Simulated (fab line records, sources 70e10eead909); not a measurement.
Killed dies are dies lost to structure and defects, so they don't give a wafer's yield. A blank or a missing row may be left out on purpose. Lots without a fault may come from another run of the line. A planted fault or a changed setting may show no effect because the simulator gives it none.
fab line records | flow nand_harc
record lots=6 wafers=18 last_day=34
route steps=1302 shown A_STAIRCASE@662 END@1302
lots that met no fault: from a run of the same line without faults
start_h: hours from the record's first day to the start of the lot's first wafer shown | wait_h: hours since the lot's step before | " the same as in the row above | L1.1+2: a row that stands for several wafers | - no value, or no start given | * or withheld: withheld | < > ~ a bound
route shown NAME@n: a module of which the file shows steps, and the number in the route of the first | usual: mean/standard deviation of fault-free wafers | same: alike in all rows | chamber/n: place in a boat | sites: the reading at each site | _std_site: their standard deviation | _edge_site: outer sites' mean less inner sites' | radius_mm: how far each site lies from the wafer's centre | mask NAME#n: copy n | behind: the tool/chamber that last shaped the wafer | hold: why the lot was held/for how many hours/how that ended | device: the transistor (n, p or np) that didn't switch | end of line: the same wafers' tests at the end of the route | a step without rows: its recipe alone | killed: dies lost to structure and defects at the first sort, not the wafer's yield | map: a wafer's dies, x killed, . not, _ none there
set.NAME: the setting as run; set.NAME@STEP: as run at that earlier step | model.NAME: the simulator's own value behind a step, which no gauge read
lots at some steps of the route; a table a step, a row a wafer
services: from which hour (start_h, from the record's first day; less than 0 if before it) a tool's chamber was out of use, for how many hours, and why
## steps
# step NHARC_A_STAIRCASE_EXPOSE_06
# recipe na=0.5 dose_mj=25.43 mask_id=STAIR
# step NHARC_A_STAIRCASE_PEB_07
# recipe peb_temp_c=115 peb_time_s=130
# step NHARC_A_STAIRCASE_DEVELOP_08
# recipe time_s=140
# step NHARC_A_STAIRCASE_HARDBAKE_10
# recipe temp_c=120 time_s=140
# step NHARC_A_STAIRCASE_DESCUM_11
# recipe time_s=3 o2_flow_sccm=200 ar_flow_sccm=0 bias_power_w=0 chemistry=O2
# usual drypump_motor_current_A=5.9/0.3 oes_product_au=0.999/0.011 rf_vpp_V=57.7/0.87 showerhead_plenum_p_Torr=1.88/0.087 throttle_valve_pct=11.310/0.0088
# columns lot.wafer tool chamber start_h wait_h drypump_motor_current_A oes_product_au rf_hours_counter_h rf_vpp_V showerhead_plenum_p_Torr throttle_valve_pct
L806.3 rie_diel-04 1 392.99 - 5.9 1.001 8 58.1 1.83 11.308
L806.2 " 3 " " 6.1 0.997 10 56.8 1.78 11.298
L806.6 " 1 " " 5.9 0.998 - 57.5 1.83 11.318
L809.3 rie_diel-02 3 444.34 - 6.1 0.990 13 56.6 1.79 11.304
L809.1 " 2 " " 6.1 1.009 11 57.4 1.92 11.320
L809.6 " 1 " " 5.8 1.008 - 57.6 1.83 11.313
L815.4 rie_diel-02 3 500.14 - 6.1 0.995 32 56.8 1.79 11.329
L815.5 " 2 " " 6.1 1.012 - 58.9 1.92 11.314
L815.6 " 3 " " 6.1 0.982 - 56.6 1.79 11.309
L817.3 rie_diel-04 3 508.41 - 6.1 0.992 47 56.5 1.77 11.309
L817.6 " 0 " " 5.7 1.011 - 57.0 1.79 11.315
L817.5 " 1 " " 6.0 0.989 - 57.7 1.82 11.323
L824.2 rie_diel-06 3 578.91 - 5.8 1.001 29 60.4 2.05 11.304
L824.3 " 2 " " 6.2 1.008 31 57.3 1.83 11.313
L824.5 " 0 " " 5.1 0.991 - 57.7 1.90 11.293
L823.1 rie_diel-06 0 582.27 - 5.2 0.996 18 58.1 1.90 11.315
L823.2 " 1 " " 6.0 1.028 28 55.6 1.96 11.332
L823.5 " 2 " " 6.2 1.003 - 55.0 1.82 11.298
# step NHARC_A_STAIRCASE_TRIM_12
# recipe time_s=211.2 o2_flow_sccm=500 ar_flow_sccm=0 bias_w=0 chemistry=O2
# usual chamber_pressure_mTorr=60.01/0.057 drypump_motor_current_A=5.9/0.31 oes_product_au=1.000/0.011 rf_vpp_V=57.7/0.85 showerhead_plenum_p_Torr=3.46/0.15 throttle_valve_pct=17.035/0.0092
# same bias_w=0
# columns lot.wafer tool chamber start_h wait_h chamber_pressure_mTorr drypump_motor_current_A oes_product_au rf_hours_counter_h rf_vpp_V showerhead_plenum_p_Torr throttle_valve_pct
L806.2 rie_diel-04 0 393.07 0.1 60.09 5.7 1.008 9 57.0 3.33 17.027
L806.3 " 2 " " 59.99 6.1 1.008 8 58.2 3.36 17.047
L806.6 " 0 " " 60.10 5.7 1.001 - 57.4 3.33 17.043
L809.3 rie_diel-02 3 444.45 0.1 60.08 6.1 0.982 13 57.7 3.32 17.040
L809.1 " 1 " " 60.03 5.8 1.001 10 57.7 3.38 17.006
L809.6 " 1 " " 60.00 5.8 0.998 - 56.9 3.38 17.022
L815.4 rie_diel-02 1 500.26 0.1 59.89 5.8 1.003 30 57.2 3.37 17.037
L815.6 " 2 " " 60.06 6.1 1.006 - 59.0 3.54 17.028
L815.5 " 3 " " 60.00 6.1 0.994 - 57.2 3.31 17.041
L817.3 rie_diel-04 0 508.50 0.1 60.02 5.7 1.005 44 57.8 3.31 17.038
L817.6 " 0 " " 60.04 5.7 1.008 - 56.0 3.31 17.039
L817.5 " 3 " " 60.05 6.2 1.002 - 57.4 3.28 17.029
L824.3 rie_diel-06 3 579.01 0.1 59.93 5.8 1.007 29 58.9 3.76 17.035
L824.2 " 1 " " 60.07 6.1 1.009 26 57.9 3.61 17.026
L824.5 " 2 " " 60.04 6.2 0.989 - 57.7 3.38 17.034
L823.2 rie_diel-06 0 582.38 0.1 60.06 5.2 0.991 18 58.8 3.51 17.041
L823.1 " 2 " " 59.95 6.2 0.996 32 58.2 3.38 17.031
L823.5 " 0 " " 59.96 5.2 0.992 - 57.6 3.51 17.049
# step NHARC_A_STAIRCASE_ETCH_13
# recipe target_depth_a=1000 time_s=40.5 ion_energy_ev=400 c4f8_flow_sccm=20 o2_flow_sccm=10 ar_flow_sccm=withheld rf_w=600 bias_w=1000 chemistry=C4F8/O2
# usual oes_product_au=0.944/0.015 rf_vpp_V=894/5.6
# columns lot.wafer tool chamber start_h wait_h oes_product_au rf_hours_counter_h rf_vpp_V
L806.2 rie_diel-04 2 - - 0.949 8 891
L806.3 " 0 " " 0.939 9 888
L806.6 " 2 " " 0.946 - 890
L809.1 rie_diel-02 1 - - 0.939 10 891
L809.3 " 2 " " 0.938 12 897
L809.6 " 3 " " 0.923 - 888
L815.5 rie_diel-02 0 - - 0.921 - 888
L815.6 " 1 " " 0.927 - 890
L815.4 " 3 " " 0.914 - 888
L817.3 rie_diel-04 3 - - 0.920 47 887
L817.6 " 3 " " 0.925 - 887
L817.5 " 1 " " 0.933 - 891
L824.2 rie_diel-06 1 - - 0.983 26 899
L824.3 " 2 " " 0.958 31 890
L824.5 " 1 " " 0.980 - 900
L823.2 rie_diel-06 0 - - 0.927 18 895
L823.1 " 1 " " 0.943 28 900
L823.5 " 0 " " 0.914 - 895
# step NHARC_A_STAIRCASE_TRIM_14
# recipe time_s=211.2 o2_flow_sccm=500 ar_flow_sccm=0 bias_w=0 chemistry=O2
# step NHARC_A_STAIRCASE_ETCH_15
# recipe target_depth_a=1000 time_s=40.5 ion_energy_ev=400 c4f8_flow_sccm=20 o2_flow_sccm=10 ar_flow_sccm=withheld rf_w=600 bias_w=1000 chemistry=C4F8/O2
# step NHARC_A_STAIRCASE_TRIM_16
# recipe time_s=211.2 o2_flow_sccm=500 ar_flow_sccm=0 bias_w=0 chemistry=O2
# step NHARC_A_STAIRCASE_ETCH_17
# recipe target_depth_a=1000 time_s=40.5 ion_energy_ev=400 c4f8_flow_sccm=20 o2_flow_sccm=10 ar_flow_sccm=withheld rf_w=600 bias_w=1000 chemistry=C4F8/O2
# usual oes_product_au=0.941/0.011 rf_vpp_V=894/5.7
# columns lot.wafer tool chamber start_h wait_h oes_product_au rf_hours_counter_h rf_vpp_V
L806.3 rie_diel-04 3 - - 0.942 10 887
L806.2 " 1 " " 0.959 8 891
L806.6 " 2 " " 0.944 - 889
L809.3 rie_diel-02 1 - - 0.948 10 892
L809.1 " 2 " " 0.943 12 897
L809.6 " 3 " " 0.930 - 890
L815.5 rie_diel-02 3 - - 0.939 - 887
L815.6 " 0 " " 0.944 - 888
L815.4 " 1 " " 0.956 - 889
L817.3 rie_diel-04 0 - - 0.944 44 888
L817.5 " 0 " " 0.936 - 887
L817.6 " 1 " " 0.936 - 890
L824.2 rie_diel-06 2 - - 0.953 31 890
L824.3 " 1 " " 0.969 27 899
L824.5 " 3 " " 0.934 - 904
L823.2 rie_diel-06 0 - - 0.926 19 896
L823.1 " 1 " " 0.947 28 900
L823.5 " 1 " " 0.951 - 899
# step NHARC_A_STAIRCASE_TRIM_18
# recipe time_s=211.2 o2_flow_sccm=500 ar_flow_sccm=0 bias_w=0 chemistry=O2
# usual bias_w=0/0 chamber_pressure_mTorr=60.01/0.054 drypump_motor_current_A=5.9/0.31 oes_product_au=0.999/0.011 rf_vpp_V=57.6/0.81 showerhead_plenum_p_Torr=3.46/0.15 throttle_valve_pct=17.036/0.0087
# columns lot.wafer tool chamber start_h wait_h bias_w chamber_pressure_mTorr drypump_motor_current_A oes_product_au rf_hours_counter_h rf_vpp_V showerhead_plenum_p_Torr throttle_valve_pct
L806.2 rie_diel-04 1 393.76 - 0 59.94 5.9 1.006 8 58.2 3.39 17.029
L806.3 " 3 " " 0 59.98 6.1 0.999 10 57.5 3.30 17.041
L806.6 " 1 " " 0 59.97 6.0 1.000 - 57.0 3.39 17.028
L809.3 rie_diel-02 1 445.48 - 0 59.99 5.8 1.010 10 57.6 3.38 17.030
L809.1 " 2 " " 0 60.06 6.1 1.010 12 57.2 3.55 17.035
L809.6 " 3 " " 0 60.08 6.1 1.002 - 57.6 3.32 17.044
L815.5 rie_diel-02 0 501.49 - - - - - - - - -
L815.6 " 1 " " - - - - - - - -
L815.4 " 3 " " - - - - - - - -
L817.3 rie_diel-04 1 509.54 - - - - - - - - -
L817.5 " 0 " " - - - - - - - -
L817.6 " 1 " " - - - - - - - -
L824.2 rie_diel-06 2 579.70 - 0 59.96 6.2 0.994 31 59.9 3.38 17.044
L824.3 " 3 " " 0 60.09 5.8 0.995 30 58.3 3.76 17.037
L824.5 " 1 " " 0 59.98 6.0 1.011 - 58.5 3.61 17.046
L823.2 rie_diel-06 2 583.23 - 0 60.01 6.2 1.007 32 57.9 3.38 17.029
L823.1 " 0 " " 0 60.03 5.2 0.984 19 57.8 3.51 17.035
L823.5 " 1 " " 0 60.06 6.0 1.017 - 58.1 3.61 17.033
# step NHARC_A_STAIRCASE_ETCH_19
# recipe target_depth_a=1000 time_s=40.5 ion_energy_ev=400 c4f8_flow_sccm=20 o2_flow_sccm=10 ar_flow_sccm=withheld rf_w=600 bias_w=1000 chemistry=C4F8/O2
# usual oes_product_au=0.943/0.011 rf_vpp_V=893/5.5
# columns lot.wafer tool chamber start_h wait_h oes_product_au rf_hours_counter_h rf_vpp_V
L806.2 rie_diel-04 0 - - 0.942 10 890
L806.3 " 1 " " 0.938 8 891
L806.6 " 3 " " 0.952 - 887
L809.3 rie_diel-02 1 - - 0.946 10 889
L809.1 " 3 " " 0.929 14 888
L809.6 " 1 " " 0.951 - 889
L815.4 rie_diel-02 1 - - 0.947 - 889
L815.6 " 3 " " 0.934 - 888
L815.5 " 0 " " 0.942 - 888
L817.3 rie_diel-04 0 - - 0.962 45 888
L817.5 " 3 " " 0.939 - 887
L817.6 " 1 " " 0.947 - 890
L824.2 rie_diel-06 0 - - 0.938 18 896
L824.3 " 1 " " 0.957 27 899
L824.5 " 2 " " 0.941 - 891
L823.2 rie_diel-06 2 - - 0.941 32 891
L823.1 " 0 " " 0.931 19 896
L823.5 " 1 " " 0.958 - 900
# step NHARC_END_SORT_01
# recipe temp_c=25
# usual killed_at_array=58/20 killed_at_other=0.8/1 killed_at_periphery=4.6/2.8 killed_dies=63/19 killed_open=3.4/2 killed_short=2.4/1.8
# same gross_dies=677
# columns lot.wafer tool chamber start_h wait_h killed_at_array killed_at_other killed_at_periphery killed_dies killed_open killed_short
L806.2 prober-02 0 598.51 2.8 68 2 6 76 7 1
L806.3 prober-02 0 599.31 3.1 71 2 5 78 4 1
L806.6 prober-02 0 601.71 4.0 63 0 5 68 1 4
L809.1 prober-01 0 649.11 2.5 38 2 10 50 1 3
L809.3 prober-01 0 650.72 3.1 63 3 10 76 2 2
L809.6 prober-01 0 653.13 4.0 55 3 6 64 3 4
L817.3 prober-01 0 728.18 3.1 677 0 0 677 3 2
L817.5 prober-01 0 729.78 3.7 675 0 2 677 3 3
L817.6 prober-01 0 730.59 4.0 674 1 2 677 4 2
L815.4 prober-02 0 728.98 3.4 671 0 6 677 3 2
L815.5 prober-02 0 729.79 3.7 675 0 2 677 0 2
L815.6 prober-02 0 730.60 4.0 666 4 7 677 3 2
L823.1 prober-02 0 801.62 2.5 60 1 1 62 5 2
L823.2 prober-02 0 802.42 2.8 70 0 7 77 5 5
L823.5 prober-02 0 804.81 3.7 79 2 9 90 8 0
L824.2 prober-01 0 802.38 2.8 81 1 2 84 5 1
L824.3 prober-01 0 803.18 3.1 59 1 6 66 4 2
L824.5 prober-01 0 804.79 3.7 67 2 3 72 4 0
# killed by level:class
L806.2 A_SLIT:chamber_film_flake=30 A_CHANNEL_HOLE_D2:chamber_film_flake=22 A_STAIRCASE:chamber_film_flake=5 A_SOURCE_PLATE:geometric_particle:open=2 A_CHANNEL_FILL_D2:geometric_particle:open=2 P_ZERO_WELL:chamber_film_flake=2 P_BONDPAD:chamber_film_flake=2 A_CHANNEL_FILL_D1:chamber_film_flake=2
L806.3 A_SLIT:chamber_film_flake=32 A_CHANNEL_HOLE_D2:chamber_film_flake=24 A_CONTACT:chamber_film_flake=4 A_STAIRCASE:chamber_film_flake=3 P_BONDPAD:chamber_film_flake=2 A_CHANNEL_FILL_D1:chamber_film_flake=2 THIN_TSV:chamber_film_flake=2 P_CONTACT:geometric_particle:open=1
L806.6 A_CHANNEL_HOLE_D2:chamber_film_flake=23 A_SLIT:chamber_film_flake=20 A_STAIRCASE:chamber_film_flake=9 A_CHANNEL_HOLE_D1:chamber_film_flake=3 A_CONTACT:chamber_film_flake=3 P_BONDPAD:chamber_film_flake=2 P_M2:geometric_particle:short=1 A_SOURCE_PLATE:geometric_particle:open=1
L809.1 A_CHANNEL_HOLE_D1:chamber_film_flake=21 P_M2:chamber_film_flake=6 A_CONTACT:chamber_film_flake=4 P_CONTACT:chamber_film_flake=3 A_CHANNEL_HOLE_D2:chamber_film_flake=3 A_DECK1_JOINT:chamber_film_flake=2 THIN_TSV:chamber_film_flake=2 P_M1:geometric_particle:short=1
L809.3 A_CHANNEL_HOLE_D1:chamber_film_flake=38 A_CHANNEL_HOLE_D2:chamber_film_flake=15 P_CONTACT:chamber_film_flake=6 P_M2:chamber_film_flake=3 A_CONTACT:chamber_film_flake=3 THIN_TSV:chamber_film_flake=3 P_STI:geometric_particle:open=1 A_ONON_D1:geometric_particle:short=1
L809.6 A_CHANNEL_HOLE_D1:chamber_film_flake=21 A_CHANNEL_HOLE_D2:chamber_film_flake=15 A_CONTACT:chamber_film_flake=5 P_CONTACT:chamber_film_flake=3 P_M2:chamber_film_flake=3 THIN_TSV:chamber_film_flake=3 A_CHANNEL_FILL_D1:geometric_particle:short=2 A_SLIT:chamber_film_flake=2
L817.3 A_STAIRCASE:area_trim=624 A_SLIT:chamber_film_flake=29 A_CHANNEL_HOLE_D1:chamber_film_flake=9 A_CONTACT:chamber_film_flake=5 A_CHANNEL_FILL_D1:geometric_particle:open=2 A_SGD_CUT:chamber_film_flake=2 A_BLC:chamber_film_flake=2 A_DECK1_JOINT:geometric_particle:open=1
L815.4 A_STAIRCASE:area_trim=642 A_CHANNEL_HOLE_D1:chamber_film_flake=13 A_SLIT:chamber_film_flake=5 A_STAIRCASE:chamber_film_flake=3 A_CONTACT:chamber_film_flake=3 P_M1:chamber_film_flake=2 P_STI:geometric_particle:open=1 P_CONTACT:geometric_particle:short=1
L817.5 A_STAIRCASE:area_trim=615 A_SLIT:chamber_film_flake=29 A_CHANNEL_HOLE_D1:chamber_film_flake=11 A_CONTACT:chamber_film_flake=9 A_SGD_CUT:chamber_film_flake=2 A_ONON_D1:geometric_particle:short=1 A_CHANNEL_FILL_D1:geometric_particle:open=1 A_CHANNEL_FILL_D1:geometric_particle:short=1
L815.5 A_STAIRCASE:area_trim=649 A_CHANNEL_HOLE_D1:chamber_film_flake=10 A_STAIRCASE:chamber_film_flake=4 A_SLIT:chamber_film_flake=4 A_DECK1_JOINT:chamber_film_flake=2 A_WL_FILL:chamber_film_flake=2 A_DECK1_JOINT:geometric_particle:short=1 A_WL_FILL:geometric_particle:short=1
L817.6 A_STAIRCASE:area_trim=630 A_SLIT:chamber_film_flake=19 A_CONTACT:chamber_film_flake=8 A_CHANNEL_HOLE_D1:chamber_film_flake=4 A_BLC:chamber_film_flake=3 A_ONON_D2:geometric_particle:open=2 A_ONON_D1:geometric_particle:short=1 A_ONON_D2:geometric_particle:short=1
L815.6 A_STAIRCASE:area_trim=644 A_CHANNEL_HOLE_D1:chamber_film_flake=9 THIN_TSV:chamber_film_flake=4 P_M1:chamber_film_flake=3 A_SLIT:chamber_film_flake=3 A_STAIRCASE:chamber_film_flake=2 A_WL_FILL:chamber_film_flake=2 P_GATE:geometric_particle:open=1
L823.1 A_CHANNEL_HOLE_D2:chamber_film_flake=16 A_CHANNEL_HOLE_D1:chamber_film_flake=15 A_SLIT:chamber_film_flake=15 A_WL_FILL:chamber_film_flake=4 A_BLC:geometric_particle:open=2 A_DECK1_JOINT:geometric_particle:open=1 A_ONON_D2:geometric_particle:short=1 A_CHANNEL_HOLE_D2:geometric_particle:open=1
L824.2 A_CHANNEL_HOLE_D2:chamber_film_flake=32 A_SLIT:chamber_film_flake=25 A_CONTACT:chamber_film_flake=10 A_CHANNEL_HOLE_D1:chamber_film_flake=7 P_BONDPAD:chamber_film_flake=2 A_SOURCE_PLATE:geometric_particle:short=1 A_ONON_D1:geometric_particle:open=1 A_ONON_D2:geometric_particle:open=1
L823.2 A_SLIT:chamber_film_flake=24 A_CHANNEL_HOLE_D2:chamber_film_flake=21 A_CHANNEL_HOLE_D1:chamber_film_flake=10 P_BONDPAD:chamber_film_flake=4 A_CHANNEL_FILL_D1:geometric_particle:short=2 A_DECK1_JOINT:geometric_particle:open=2 P_GATE:chamber_film_flake=2 A_STAIRCASE:chamber_film_flake=2
L824.3 A_CHANNEL_HOLE_D1:chamber_film_flake=17 A_CHANNEL_HOLE_D2:chamber_film_flake=16 A_SLIT:chamber_film_flake=15 A_CONTACT:chamber_film_flake=4 P_CONTACT:geometric_particle:open=2 P_ZERO_WELL:chamber_film_flake=2 A_BONDPAD:chamber_film_flake=2 P_M2:geometric_particle:open=1
L824.5 A_CHANNEL_HOLE_D1:chamber_film_flake=26 A_CHANNEL_HOLE_D2:chamber_film_flake=17 A_SLIT:chamber_film_flake=13 A_CONTACT:chamber_film_flake=4 P_CONTACT:geometric_particle:open=2 A_CHANNEL_FILL_D1:chamber_film_flake=2 A_DECK1_JOINT:chamber_film_flake=2 THIN_TSV:chamber_film_flake=2
L823.5 A_SLIT:chamber_film_flake=35 A_CHANNEL_HOLE_D2:chamber_film_flake=15 A_CHANNEL_HOLE_D1:chamber_film_flake=12 A_WL_FILL:chamber_film_flake=7 P_BONDPAD:chamber_film_flake=5 A_CONTACT:geometric_particle:open=3 A_DECK1_JOINT:chamber_film_flake=3 A_STAIRCASE:chamber_film_flake=2
# map L815.4 (x killed, . not)
____________x____________
_________xxxxxxx_________
_______xxxxxxxxxxx_______
______xxxxxxxxxxxxx______
_____xxxxxxxxxxxxxxx_____
____xxxxxxxxxxxxxxxxx____
____xxxxxxxxxxxxxxxxx____
___xxxxxxxxxxxxxxxxxxx___
___xxxxxxxxxxxxxxxxxxx___
__xxxxxxxxxxxxxxxxxxxxx__
__xxxxxxxxxxxxxxxxxxxxx__
_xxxxxxxxxxxxxxxxxxxxxxx_
_xxxxxxxxxxxxxxxxxxxxxxx_
_xxxxxxxxxxxxxxxxxxxxxxx_
_xxxxxxxxxxxxxxxxxxxxxxx_
_xxxxxxxxxxxxxxxxxxxxxxx_
xxxxxxxxxxxxxxxxxxxxxxxxx
xxxxxxxxxxxxxxxxxxxxxxxxx
xxxxxxxxxxxxxxxxxxxxxxxxx
xxxxxxxxxxxxxxxxxxxxxxxxx
xxxxxxxxxxxxxxxxxxxxxxxxx
_xxxxxxxxxxxxxxxxxxxxxxx_
_xxxxxxxxxxxxxxxxxxxxxxx_
_xxxxxxxxxxxxxxxxxxxxxxx_
_xxxxxxxxxxxxxxxxxxxxxxx_
_xxxxxxxxxxxxxxxxxxxxxxx_
__xxxxxxxxxxxxxxxxxxxxx__
__xxxxxxxxxxxxxxxxxxxxx__
___xxxxxxxxxxxxxxxxxxx___
___xxxxxxxxxxxxxxxxxxx___
____xxxxxxxxxxxxxxxxx____
____xxxxxxxxxxxxxxxxx____
_____xxxxxxxxxxxxxxx_____
______xxxxxxxxxxxxx______
_______xxxxxxxxxxx_______
_________xxxxxxx_________
____________x____________
# map L817.3 (x killed, . not)
____________x____________
_________xxxxxxx_________
_______xxxxxxxxxxx_______
______xxxxxxxxxxxxx______
_____xxxxxxxxxxxxxxx_____
____xxxxxxxxxxxxxxxxx____
____xxxxxxxxxxxxxxxxx____
___xxxxxxxxxxxxxxxxxxx___
___xxxxxxxxxxxxxxxxxxx___
__xxxxxxxxxxxxxxxxxxxxx__
__xxxxxxxxxxxxxxxxxxxxx__
_xxxxxxxxxxxxxxxxxxxxxxx_
_xxxxxxxxxxxxxxxxxxxxxxx_
_xxxxxxxxxxxxxxxxxxxxxxx_
_xxxxxxxxxxxxxxxxxxxxxxx_
_xxxxxxxxxxxxxxxxxxxxxxx_
xxxxxxxxxxxxxxxxxxxxxxxxx
xxxxxxxxxxxxxxxxxxxxxxxxx
xxxxxxxxxxxxxxxxxxxxxxxxx
xxxxxxxxxxxxxxxxxxxxxxxxx
xxxxxxxxxxxxxxxxxxxxxxxxx
_xxxxxxxxxxxxxxxxxxxxxxx_
_xxxxxxxxxxxxxxxxxxxxxxx_
_xxxxxxxxxxxxxxxxxxxxxxx_
_xxxxxxxxxxxxxxxxxxxxxxx_
_xxxxxxxxxxxxxxxxxxxxxxx_
__xxxxxxxxxxxxxxxxxxxxx__
__xxxxxxxxxxxxxxxxxxxxx__
___xxxxxxxxxxxxxxxxxxx___
___xxxxxxxxxxxxxxxxxxx___
____xxxxxxxxxxxxxxxxx____
____xxxxxxxxxxxxxxxxx____
_____xxxxxxxxxxxxxxx_____
______xxxxxxxxxxxxx______
_______xxxxxxxxxxx_______
_________xxxxxxx_________
____________x____________
## services
# columns tool chamber start_h hours kind
rie_diel-02 0 372.77 - clean
rie_diel-02 1 372.77 - clean
rie_diel-02 2 372.77 - clean
rie_diel-02 3 372.77 - clean
rie_diel-04 0 388.68 - clean
rie_diel-04 1 388.68 - clean
rie_diel-04 2 388.68 - clean
rie_diel-04 3 388.68 - clean
rie_diel-06 0 390.87 - clean
rie_diel-06 1 390.87 - clean
rie_diel-06 2 390.87 - clean
rie_diel-06 3 390.87 - clean
rie_diel-02 - 393.77 9.0 pm
rie_diel-02 0 393.77 9.0 vent_cycle
rie_diel-02 1 393.77 9.0 vent_cycle
rie_diel-02 2 393.77 9.0 vent_cycle
rie_diel-06 - 485.34 9.0 pm
rie_diel-02 2 500.57 1.9 repair
rie_diel-04 2 506.47 6.2 repair
rie_diel-06 0 524.67 9.9 repair
rie_diel-04 - 532.18 9.0 pm
rie_diel-06 1 551.05 2.3 repair
rie_diel-06 0 565.19 10.4 repair
rie_diel-02 - 573.36 9.0 pm
## key
first_sign step=NHARC_A_STAIRCASE_TRIM_18 reading=tool_record direction=missing
effect step=NHARC_END_SORT_01 reading=killed_dies direction=up sigmas=32 usual=63 struck=677
more_kills_born_at NHARC_A_STAIRCASE_TRIM_18@rie_diel-02=1935 NHARC_A_STAIRCASE_TRIM_18@rie_diel-04=1869
met_at NHARC_A_STAIRCASE_TRIM_18
struck_wafers L815.4,L815.5,L815.6,L817.3,L817.5,L817.6
later_rows_left_out L815.4,L815.5,L815.6,L817.3,L817.5,L817.6
tester_left_out L815,L817
onset_between 445.48 501.49
fault kind=skipped_step_whole tool=rie_diel-02,rie_diel-04 chamber=- onset_h=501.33 steps=NHARC_A_STAIRCASE_TRIM_18 scope=struck_lots_only
# tester_left_out: of these lots the tester's yield and bins aren't shown, on N5 and GAA mostly nor the transistor test; their killed dies are dies lost to structure and defects alone, not to doping, threshold or leakage, so they don't give the yield
# later_rows_left_out: the simulator's readings of these wafers behind a module that went badly wrong aren't trusted and aren't shown, but for the sort
